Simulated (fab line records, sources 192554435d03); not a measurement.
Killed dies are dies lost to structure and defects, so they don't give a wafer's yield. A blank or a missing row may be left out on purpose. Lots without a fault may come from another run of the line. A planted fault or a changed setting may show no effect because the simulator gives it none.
fab line records | flow n5_finfet
record lots=5 wafers=15 last_day=16
route steps=1938 shown PASSIVATION@1904
lots that met no fault: from a run of the same line without faults
start_h: hours from the record's first day to the start of the lot's first wafer shown | wait_h: hours since the lot's step before | " the same as in the row above | L1.1+2: a row that stands for several wafers | - no value, or no start given | * or withheld: withheld | < > ~ a bound
route shown NAME@n: a module of which the file shows steps, and the number in the route of the first | usual: mean/standard deviation of fault-free wafers | same: alike in all rows | chamber/n: place in a boat | sites: the reading at each site | _std_site: their standard deviation | _edge_site: outer sites' mean less inner sites' | radius_mm: how far each site lies from the wafer's centre | mask NAME#n: copy n | behind: the tool/chamber that last shaped the wafer | hold: why the lot was held/for how many hours/how that ended | device: the transistor (n, p or np) that didn't switch | end of line: the same wafers' tests at the end of the route | a step without rows: its recipe alone | killed: dies lost to structure and defects at the first sort, not the wafer's yield | map: a wafer's dies, x killed, . not, _ none there
set.NAME: the setting as run; set.NAME@STEP: as run at that earlier step | model.NAME: the simulator's own value behind a step, which no gauge read
lots at some steps of the route; a table a step, a row a wafer
services: from which hour (start_h, from the record's first day; less than 0 if before it) a tool's chamber was out of use, for how many hours, and why
## steps
# step N5_PASSIVATION_HARDBAKE_31
# recipe temp_c=130 time_s=120
# step N5_PASSIVATION_CD_MEAS_30
# recipe target_cd_nm=4000 landing_energy_ev=500 detector=se_inlens polarity=opening
# usual cd_nm=4000.0/1.5
# columns lot.wafer tool chamber start_h wait_h cd_nm
L196.1 cd_sem-01 0 303.03 - 3999.8
L196.3 " 0 " " 4000.4
L196.5 " 0 " " 4000.7
L197.3 cd_sem-02 0 330.16 - 4000.5
L197.4 " 0 " " 4000.1
L197.6 " 0 " " 3999.7
L206.2 cd_sem-01 0 376.04 - 3999.6
L206.3 " 0 " " 3998.7
L206.6 " 0 " " 3999.3
L209.1 cd_sem-01 0 387.51 - 3999.6
L209.4 " 0 " " 3999.5
L209.6 " 0 " " 3998.8
L211.2 cd_sem-03 0 388.68 - 3998.9
L211.4 " 0 " " 4002.2
L211.5 " 0 " " 4001.1
# step N5_PASSIVATION_OVL_MEAS_63
# recipe points_per_wafer=44
# usual PAD_OVL=1/5
# columns lot.wafer tool chamber start_h wait_h PAD_OVL[nm]
L196.1 overlay-01 0 303.06 0.0 -9
L196.3 " 0 " " -1
L196.5 " 0 " " 6
L197.3 overlay-02 0 330.19 0.0 6
L197.4 " 0 " " -6
L197.6 " 0 " " 7
L206.2 overlay-01 0 376.07 0.0 2
L206.3 " 0 " " 0
L206.6 " 0 " " 6
L209.1 overlay-01 0 387.54 0.0 3
L209.4 " 0 " " -2
L209.6 " 0 " " 1
L211.2 overlay-01 0 388.71 0.0 0
L211.4 " 0 " " 2
L211.5 " 0 " " 0
# step N5_PASSIVATION_INSPECT_64
# recipe mode=adi inspect_instrument=macro
# usual raw_defect_count=2.0/1.2
# columns lot.wafer tool chamber start_h wait_h raw_defect_count
L196.1 defect_inspect-01 - 303.08 0.0 2
L196.3 " - " " 1
L196.5 " - " " 2
L197.3 defect_inspect-02 - 330.22 0.0 1
L197.4 " - " " 1
L197.6 " - " " 2
L206.2 defect_inspect-01 - 376.09 0.0 3
L206.3 " - " " 2
L206.6 " - " " 2
L209.1 defect_inspect-01 - 387.57 0.0 0
L209.4 " - " " 1
L209.6 " - " " 3
L211.2 defect_inspect-01 - 388.74 0.0 4
L211.4 " - " " 2
L211.5 " - " " 1
# step N5_PASSIVATION_DESCUM_32
# recipe chemistry=O2 time_s=7.9 source_power_w=50 bias_power_w=20 pressure_mtorr=20 rf_frequency_hz=2.712e+07 temp_c=40 o2_flow_sccm=225
# usual drypump_motor_current_A=5.9/0.52 o2_flow_sccm=225.0/0.73 oes_product_au=0.80/0.093 rf_vpp_V=243.7/1.1 showerhead_plenum_p_Torr=2.13/0.053 throttle_valve_pct=20.40/0.21
# columns lot.wafer tool chamber start_h wait_h drypump_motor_current_A o2_flow_sccm oes_product_au rf_hours_counter_h rf_vpp_V showerhead_plenum_p_Torr throttle_valve_pct
L196.1 rie_diel-05 3 303.17 0.1 6.3 225.5 0.69 234 242.8 2.15 20.65
L196.3 " 1 " " 4.9 224.4 0.81 90 242.0 2.04 20.38
L196.5 " 0 " " 5.7 225.5 0.71 - 244.0 2.17 20.58
L197.3 rie_diel-03 3 330.40 0.2 6.1 225.0 0.71 216 243.1 2.07 20.59
L197.4 " 1 " " 6.7 225.2 0.69 228 243.9 2.15 20.19
L197.6 " 0 " " 6.4 224.4 0.83 - 242.2 2.13 20.23
L206.2 rie_diel-02 2 376.57 0.5 6.0 224.8 0.83 60 244.3 2.21 20.43
L206.3 " 1 " " 5.0 226.3 0.80 105 240.6 2.03 20.44
L206.6 " 2 " " 6.0 225.0 0.84 - 246.0 2.21 20.44
L209.1 rie_diel-05 0 387.64 0.1 5.7 226.4 0.69 197 243.2 2.16 20.61
L209.4 " 0 " " 5.7 226.1 0.70 - 244.7 2.16 20.60
L209.6 " 3 " " 6.4 224.0 0.98 - 242.5 2.14 20.34
L211.2 rie_diel-05 2 388.77 0.0 5.9 225.5 0.86 43 244.0 2.14 20.08
L211.4 " 3 " " 6.4 224.7 0.99 - 243.7 2.14 20.34
L211.5 " 0 " " 5.7 224.2 0.69 - 244.0 2.16 20.63
# step N5_PASSIVATION_AL_ETCH_33
# recipe chemistry=Cl2/BCl3 target_depth_a=28000 over_etch_frac=0.15 Cl2_flow_sccm=180 bcl3_flow_sccm=60 target=Al stop_on=TaN time_s=466.7 ion_energy_ev=100 pressure_mtorr=10 icp_w=900 bias_w=100
# usual drypump_motor_current_A=5.5/0.32 he_backside_leak_sccm=3.41/0.25 oes_product_au=0.75/0.084 throttle_valve_pct=34.26/0.24
# columns lot.wafer tool chamber start_h wait_h drypump_motor_current_A he_backside_leak_sccm oes_product_au rf_hours_counter_h throttle_valve_pct
L196.1 rie_metal-02 1 303.26 0.1 5.8 3.57 0.83 9 34.06
L196.3 " 1 " " 5.8 3.68 0.82 - 34.01
L196.5 " 1 " " 5.8 3.48 0.83 - 34.04
L197.3 rie_metal-01 1 330.62 0.2 6.1 3.54 0.59 - 34.44
L197.4 " 0 " " 5.1 3.72 0.58 - 34.64
L197.6 " 0 " " 5.1 3.72 0.58 - 34.63
L206.2 rie_metal-03 0 376.66 0.1 5.3 3.51 0.79 16 34.48
L206.3 " 0 " " 5.4 3.58 0.79 - 34.49
L206.6 " 1 " " 5.3 3.21 0.73 - 34.05
L209.1 rie_metal-03 1 387.73 0.1 5.2 3.06 0.72 35 34.08
L209.4 " 0 " " 5.4 3.49 0.78 - 34.53
L209.6 " 1 " " 5.2 3.18 0.73 - 34.08
L211.2 rie_metal-03 0 388.86 0.1 5.4 3.40 0.78 19 34.50
L211.4 " 0 " " 5.4 3.40 0.78 - 34.51
L211.5 " 0 " " 5.4 3.31 0.77 - 34.52
# step N5_PASSIVATION_ETCH_59
# recipe chemistry=Cl2/BCl3 target=TaN target_depth_a=650 time_s=34.9 ion_energy_ev=100 pressure_mtorr=10 icp_w=900 bias_w=100 Cl2_flow_sccm=60 bcl3_flow_sccm=30
# step N5_PASSIVATION_STRIP_34
# recipe chemistry=O2 power_w=600 temp_c=60 pressure_mtorr=30 rf_frequency_hz=6e+07 bias_power_w=0 overash_fraction=2 o2_flow_sccm=225
# step N5_PASSIVATION_STRIP_51
# recipe chemistry=post_etch_residue_remover time_s=1200 temp_c=72.5
# step N5_PASSIVATION_CLEAN_69
# recipe chemistry=IPA time_s=180 temp_c=25
# step N5_PASSIVATION_SRD_70
# recipe dry=ipa_marangoni time_s=30 temp_c=23 rinse_liquid=diw
# step N5_PASSIVATION_PECVD_53
# recipe material=SiO2 target_thk_a=8000 temp_c=400 precursor=TEOS/O2 pressure_torr=6.5 rf_w=withheld teos_flow_sccm=withheld gas=O2 flow_sccm=2650 time_s=169.4
# step N5_PASSIVATION_PECVD_35
# recipe material=SiNx target_thk_a=7000 temp_c=400 precursor=SiH4/NH3/N2 pressure_torr=4.9 rf_w=1406 time_s=151.3
# usual heater_power_w=359/94 run_length_s=195.5/0.59 showerhead_plenum_p_Torr=8.66/0.048 throttle_valve_pct=29.1/0.71
# columns lot.wafer tool chamber start_h wait_h heater_power_w run_length_s showerhead_plenum_p_Torr throttle_valve_pct model.SiNx_of_PASSIVATION_PECVD_35.thk_nm
L196.1 pecvd-02 2 304.88 0.1 271 195.8 8.67 27.7 697.4
L196.3 " 1 " " 493 194.8 8.70 28.3 696.4
L196.5 " 1 " " 526 195.0 8.69 28.5 705
L197.3 pecvd-03 1 331.67 0.1 346 194.4 8.62 30.2 688.2
L197.4 " 2 " " 407 196.3 8.61 28.7 710.6
L197.6 " 0 " " 427 196.2 8.74 29.9 703.6
L206.2 pecvd-02 2 378.29 0.1 282 195.8 8.72 28.2 688.4
L206.3 " 1 " " 524 194.9 8.70 28.3 686.8
L206.6 " 1 " " 569 186.1 8.71 28.3 656.4
L209.1 pecvd-04 2 388.89 0.1 251 195.9 8.59 28.9 683.4
L209.4 " 0 " " 494 195.1 8.66 29.0 699.2
L209.6 " 2 " " 283 195.3 8.59 29.3 698.2
L211.2 pecvd-03 1 390.02 0.1 447 194.1 8.62 30.2 687.6
L211.4 " 2 " " 462 195.5 8.64 29.0 704.6
L211.5 " 1 " " 303 194.1 8.61 30.3 702
# step N5_PASSIVATION_HMDS_37
# recipe time_s=60 temp_c=120
# step N5_PASSIVATION_COAT_38
# recipe spin_rpm=3000 resist_thk_nm=withheld
# step N5_PASSIVATION_EBR_40
# recipe solvent=PGMEA ebr_width_mm=1.5
# step N5_PASSIVATION_SOFTBAKE_39
# recipe temp_c=110 time_s=120
# step N5_PASSIVATION_EXPOSE_41
# recipe mask_id=PASS_OPEN na=0.55 defocus_nm=0 source_shape=conventional sigma_outer=0.8 polarization=unpolarized target_cd_nm=40000 dose_mj=57.25
# step N5_PASSIVATION_PEB_42
# recipe peb_temp_c=withheld peb_time_s=*
# step N5_PASSIVATION_DEVELOP_43
# recipe develop_time_s=60 rinse_liquid=diw dry=air_spin dev_temp_c=21
# step N5_PASSIVATION_HARDBAKE_45
# recipe temp_c=130 time_s=120
# step N5_PASSIVATION_CD_MEAS_44
# recipe target_cd_nm=40000 landing_energy_ev=500 detector=se_inlens
# usual cd_nm=40000/3.2
# columns lot.wafer tool chamber start_h wait_h cd_nm
L196.1 cd_sem-03 0 305.32 - 39995
L196.3 " 0 " " 39998
L196.5 " 0 " " 39998
L197.3 cd_sem-03 0 332.11 - 40002
L197.4 " 0 " " 39998
L197.6 " 0 " " 40000
L206.2 cd_sem-01 0 378.72 - 40002
L206.3 " 0 " " 39995
L206.6 " 0 " " 39998
L209.1 cd_sem-02 0 389.33 - 40000
L209.4 " 0 " " 40000
L209.6 " 0 " " 39998
L211.2 cd_sem-03 0 390.58 - 40001
L211.4 " 0 " " 40004
L211.5 " 0 " " 40002
# step N5_PASSIVATION_OVL_MEAS_66
# recipe points_per_wafer=44
# usual PASS_OPEN_OVL=5/5.5
# columns lot.wafer tool chamber start_h wait_h PASS_OPEN_OVL[nm]
L196.1 overlay-02 0 305.35 0.0 1
L196.3 " 0 " " 1
L196.5 " 0 " " -2
L197.3 overlay-02 0 332.14 0.0 2
L197.4 " 0 " " 6
L197.6 " 0 " " 4
L206.2 overlay-01 0 378.75 0.0 13
L206.3 " 0 " " 7
L206.6 " 0 " " 8
L209.1 overlay-02 0 389.36 0.0 5
L209.4 " 0 " " 11
L209.6 " 0 " " 5
L211.2 overlay-02 0 390.61 0.0 10
L211.4 " 0 " " 22
L211.5 " 0 " " 18
# step N5_PASSIVATION_INSPECT_67
# recipe mode=adi inspect_instrument=macro
# usual raw_defect_count=2.0/1.3
# columns lot.wafer tool chamber start_h wait_h raw_defect_count
L196.1 defect_inspect-02 - 305.37 0.0 0
L196.3 " - " " 2
L196.5 " - " " 0
L197.3 defect_inspect-01 - 332.16 0.0 0
L197.4 " - " " 3
L197.6 " - " " 1
L206.2 defect_inspect-01 - 378.78 0.0 1
L206.3 " - " " 1
L206.6 " - " " 0
L209.1 defect_inspect-01 - 389.38 0.0 4
L209.4 " - " " 3
L209.6 " - " " 1
L211.2 defect_inspect-01 - 390.63 0.0 2
L211.4 " - " " 2
L211.5 " - " " 2
# step N5_PASSIVATION_DESCUM_46
# recipe chemistry=O2 time_s=7.9 source_power_w=50 bias_power_w=20 pressure_mtorr=20 rf_frequency_hz=2.712e+07 temp_c=40 o2_flow_sccm=225
# step N5_PASSIVATION_PASS_ETCH_47
# recipe chemistry=CF4/O2 target=SiNx target_depth_a=7700 time_s=385 ion_energy_ev=100 pressure_mtorr=40 source_w=535 bias_w=49 Ar_flow_sccm=100 cf4_flow_sccm=100 O2_flow_sccm=10
# usual drypump_motor_current_A=6.0/0.52 oes_product_au=0.79/0.074 rf_vpp_V=241.5/2.8 showerhead_plenum_p_Torr=2.24/0.061 throttle_valve_pct=15.86/0.24
# columns lot.wafer tool chamber start_h wait_h drypump_motor_current_A oes_product_au rf_hours_counter_h rf_vpp_V showerhead_plenum_p_Torr throttle_valve_pct
L196.1 rie_diel-03 3 305.44 0.0 6.1 0.73 206 236.3 2.18 16.03
L196.3 " 2 " " 5.8 0.81 80 240.0 2.32 16.02
L196.5 " 0 " " 6.5 0.85 - 244.5 2.24 15.62
L197.3 rie_diel-03 2 332.38 0.0 5.8 0.80 91 241.0 2.31 16.04
L197.4 " 0 " " 6.4 0.84 61 244.9 2.24 15.66
L197.6 " 1 " " 6.7 0.71 - 241.8 2.26 15.68
L206.2 rie_diel-02 1 379.03 0.0 5.0 0.79 106 238.5 2.13 15.85
L206.3 " 2 " " 6.0 0.83 61 244.1 2.32 15.88
L206.6 " 1 " " 5.0 0.80 - 240.0 2.13 15.83
L209.1 rie_diel-02 3 389.45 0.0 5.8 0.77 169 244.3 2.29 16.14
L209.4 " 3 " " 5.8 0.76 - 245.1 2.29 16.14
L209.6 " 1 " " 5.0 0.80 - 238.9 2.13 15.85
L211.2 rie_diel-03 3 391.04 0.0 6.1 0.70 238 237.8 2.17 16.08
L211.4 " 2 " " 5.8 0.78 - 239.9 2.31 16.10
L211.5 " 0 " " 6.4 0.80 - 243.5 2.23 15.70
# step N5_PASSIVATION_ETCH_54
# recipe chemistry=CHF3/O2 target=SiO2 target_depth_a=8800 CHF3_flow_sccm=50 O2_flow_sccm=5 Ar_flow_sccm=200 time_s=440 mask_material=PR pressure_mtorr=30 source_w=650 bias_w=170 ion_energy_ev=200
# usual drypump_motor_current_A=6.0/0.52 oes_product_au=0.79/0.074 rf_vpp_V=526/5.7 showerhead_plenum_p_Torr=2.45/0.068 throttle_valve_pct=18.79/0.24
# columns lot.wafer tool chamber start_h wait_h drypump_motor_current_A oes_product_au rf_hours_counter_h rf_vpp_V showerhead_plenum_p_Torr throttle_valve_pct
L196.1 rie_diel-03 3 305.67 0.1 6.1 0.72 206 516 2.38 18.92
L196.3 " 2 " " 5.8 0.80 80 525 2.53 18.98
L196.5 " 0 " " 6.4 0.85 - 532 2.45 18.56
L197.3 rie_diel-03 2 332.61 0.1 5.8 0.80 92 523 2.53 19.01
L197.4 " 0 " " 6.4 0.83 62 533 2.44 18.60
L197.6 " 1 " " 6.7 0.70 - 528 2.47 18.57
L206.2 rie_diel-02 1 379.26 0.1 5.0 0.80 106 520 2.32 18.74
L206.3 " 2 " " 6.1 0.83 61 530 2.55 18.87
L206.6 " 1 " " 5.0 0.80 - 518 2.32 18.73
L209.1 rie_diel-02 3 389.68 0.1 5.8 0.76 169 532 2.50 19.09
L209.4 " 3 " " 5.8 0.76 - 533 2.50 19.09
L209.6 " 1 " " 4.9 0.79 - 519 2.32 18.74
L211.2 rie_diel-03 3 391.27 0.1 6.1 0.70 238 516 2.37 18.96
L211.4 " 2 " " 5.8 0.77 - 524 2.52 19.04
L211.5 " 0 " " 6.4 0.80 - 532 2.43 18.62
# step N5_PASSIVATION_STRIP_48
# recipe chemistry=O2 power_w=600 temp_c=60 pressure_mtorr=30 rf_frequency_hz=6e+07 bias_power_w=0 overash_fraction=0.5 o2_flow_sccm=225
# usual drypump_motor_current_A=6.0/0.52 o2_flow_sccm=225.1/0.76 oes_product_au=0.78/0.078 rf_vpp_V=3.5/2.3 showerhead_plenum_p_Torr=2.13/0.058 throttle_valve_pct=16.67/0.23
# columns lot.wafer tool chamber start_h wait_h drypump_motor_current_A o2_flow_sccm oes_product_au rf_hours_counter_h rf_vpp_V showerhead_plenum_p_Torr throttle_valve_pct
L196.1 rie_diel-03 3 305.96 0.1 6.1 225.2 0.70 206 3.7 2.07 16.84
L196.3 " 2 " " 5.8 224.2 0.81 80 4.4 2.21 16.85
L196.5 " 0 " " 6.4 224.2 0.88 - 6.8 2.14 16.50
L197.3 rie_diel-03 2 332.90 0.1 5.8 224.7 0.80 92 0.3 2.21 16.86
L197.4 " 0 " " 6.3 223.6 0.82 62 3.7 2.13 16.58
L197.6 " 1 " " 6.7 224.4 0.70 - 4.8 2.15 16.46
L206.2 rie_diel-02 1 379.55 0.1 5.0 224.3 0.81 107 1.3 2.03 16.60
L206.3 " 2 " " 6.0 225.9 0.84 62 4.4 2.21 16.63
L206.6 " 1 " " 5.0 223.4 0.79 - 1.8 2.03 16.71
L209.1 rie_diel-02 3 389.97 0.1 5.8 225.4 0.78 169 2.8 2.17 17.03
L209.4 " 3 " " 5.8 226.5 0.74 - 2.3 2.17 16.91
L209.6 " 1 " " 4.9 224.6 0.75 - 2.0 2.03 16.67
L211.2 rie_diel-03 3 391.56 0.1 6.0 224.6 0.69 238 1.4 2.06 16.81
L211.4 " 2 " " 5.8 226.2 0.74 - 1.1 2.20 16.89
L211.5 " 0 " " 6.5 224.8 0.81 - 3.9 2.12 16.53
# step N5_PASSIVATION_STRIP_52
# recipe chemistry=post_etch_residue_remover time_s=1200 temp_c=72.5
# columns lot.wafer tool chamber start_h wait_h model.SiNx_of_PASSIVATION_PECVD_35.thk_nm
L196.1 wet_bench-06 6 306.02 - 697.2
L196.3 " 4 " " 696
L196.5 " 3 " " 704.6
L197.3 wet_bench-03 4 332.97 - 688
L197.4 " 1 " " 710.2
L197.6 " 0 " " 703.4
L206.2 wet_bench-03 7 379.62 - 688
L206.3 " 4 " " 686.4
L206.6 " 0 " " 656
L209.1 wet_bench-06 5 390.03 - 683
L209.4 " 3 " " 698.8
L209.6 " 4 " " 698
L211.2 wet_bench-06 1 391.63 - 687.4
L211.4 " 7 " " 704.4
L211.5 " 6 " " 701.6
# step N5_PASSIVATION_CLEAN_71
# recipe chemistry=IPA time_s=180 temp_c=25
## services
# columns tool chamber start_h hours kind
rie_metal-01 1 285.68 20.6 repair
pecvd-02 - 307.15 0.7 repair
rie_diel-05 - 322.76 14.6 pm
pecvd-04 1 324.98 5.5 scheduled_down
rie_metal-02 - 331.56 0.9 repair
rie_diel-05 0 341.64 21.4 repair
pecvd-02 1 356.11 8.4 repair
rie_diel-05 3 363.02 - clean
rie_diel-05 3 363.02 - consumable_replace:focus_ring
rie_diel-05 3 363.02 17.6 scheduled_down
rie_diel-05 3 363.02 17.6 vent_cycle
rie_diel-05 1 364.89 25.3 repair
rie_metal-01 0 371.20 - clean
rie_metal-01 0 371.20 17.2 scheduled_down
rie_diel-03 3 373.30 4.5 repair
rie_diel-02 0 377.03 1.3 repair
rie_diel-02 0 378.56 - clean
rie_diel-02 0 378.56 - consumable_replace:focus_ring
rie_diel-02 0 378.56 19.5 scheduled_down
rie_diel-02 0 378.56 19.5 vent_cycle
rie_diel-03 1 385.22 - clean
rie_diel-03 1 385.22 - consumable_replace:focus_ring
rie_diel-03 1 385.22 24.3 scheduled_down
rie_diel-03 1 385.22 24.3 vent_cycle
## key
first_sign step=N5_PASSIVATION_PECVD_35 reading=run_length_s direction=down sigmas=16 usual=* struck=*
effect none on later readings
model_effect step=N5_PASSIVATION_PECVD_35 value=SiNx_of_PASSIVATION_PECVD_35.thk_nm without=699.4 struck=656.4
model_effect step=N5_PASSIVATION_STRIP_52 value=SiNx_of_PASSIVATION_PECVD_35.thk_nm without=699 struck=656
met_at N5_PASSIVATION_PECVD_35
struck_wafers L206.6
onset_between 304.88 378.29
fault kind=process_parameter_drift tool=pecvd-02 chamber=- onset_h=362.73 steps=N5_PASSIVATION_PECVD_35 channel=time_s offset=* shape=step end_h=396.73 scope=struck_wafers_only acts_in=* stated=*
